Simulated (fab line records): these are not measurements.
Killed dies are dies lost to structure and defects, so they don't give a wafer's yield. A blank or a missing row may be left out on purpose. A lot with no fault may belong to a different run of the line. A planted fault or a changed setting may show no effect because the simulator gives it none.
Matching of chambers / flow n5-finfet / N5_BEOL_M0_SAQP_PECVD_96 on pecvd-01: 3 sister chambers
The step deposits a-Si from SiH4/He, target thk 45 nm, time 45.2 s. 6 wafers are shown with their chamber, then 9 later ones without.

## WAFERS WITH THEIR CHAMBER
wafer=L078.3; chamber=1; throttle-valve-pct (%)=16.6; showerhead-plenum-p-Torr (Torr)=5.661
wafer=L078.4; chamber=2; throttle-valve-pct (%)=16.4; showerhead-plenum-p-Torr (Torr)=5.648
wafer=L078.6; chamber=0; throttle-valve-pct (%)=18.9; showerhead-plenum-p-Torr (Torr)=5.733
wafer=L082.2; chamber=0; throttle-valve-pct (%)=19.1; showerhead-plenum-p-Torr (Torr)=5.729
wafer=L082.5; chamber=1; throttle-valve-pct (%)=16.7; showerhead-plenum-p-Torr (Torr)=5.678
wafer=L082.6; chamber=2; throttle-valve-pct (%)=16.3; showerhead-plenum-p-Torr (Torr)=5.636

## WAFERS MISSING THEIR CHAMBER
wafer=L084.2; throttle-valve-pct (%)=16.4; showerhead-plenum-p-Torr (Torr)=5.688
wafer=L084.4; throttle-valve-pct (%)=16.6; showerhead-plenum-p-Torr (Torr)=5.676
wafer=L084.6; throttle-valve-pct (%)=16.5; showerhead-plenum-p-Torr (Torr)=5.657
wafer=L086.2; throttle-valve-pct (%)=16.9; showerhead-plenum-p-Torr (Torr)=5.670
wafer=L086.3; throttle-valve-pct (%)=16.7; showerhead-plenum-p-Torr (Torr)=5.628
wafer=L086.6; throttle-valve-pct (%)=16.7; showerhead-plenum-p-Torr (Torr)=5.638
wafer=L096.1; throttle-valve-pct (%)=16.5; showerhead-plenum-p-Torr (Torr)=5.634
wafer=L096.3; throttle-valve-pct (%)=16.4; showerhead-plenum-p-Torr (Torr)=5.663
wafer=L096.4; throttle-valve-pct (%)=16.4; showerhead-plenum-p-Torr (Torr)=5.682

## CHAMBER TAKEN BY EACH
wafer=L084.2; from the rows above=1; in truth=1
wafer=L084.4; from the rows above=1; in truth=1
wafer=L084.6; from the rows above=can't be placed: 1 or 2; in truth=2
wafer=L086.2; from the rows above=1; in truth=1
wafer=L086.3; from the rows above=can't be placed: 2 or 1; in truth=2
wafer=L086.6; from the rows above=can't be placed: 2 or 1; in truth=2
wafer=L096.1; from the rows above=2; in truth=2
wafer=L096.3; from the rows above=can't be placed: 2 or 1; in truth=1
wafer=L096.4; from the rows above=can't be placed: 1 or 2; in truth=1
4 of 9 placed correctly. Not placeable from these rows: 5 (in 5, the candidates include the true chamber). Wrongly placed: 0.
How it was worked out, from the rows above alone: a wafer's distance from a chamber is the root of the sum, over the readings, of the square of ((its reading less the chamber's mean) divided by the reading's scatter). If the next closest chamber is less than 2 further off than the closest, the wafer can't be placed; otherwise it belongs to the closest. A chamber's mean is the mean of its shown wafers. The scatter is the square root of a quotient: the sum, over the shown wafers, of each reading's squared deviation from its chamber's mean, divided by wafers minus chambers.
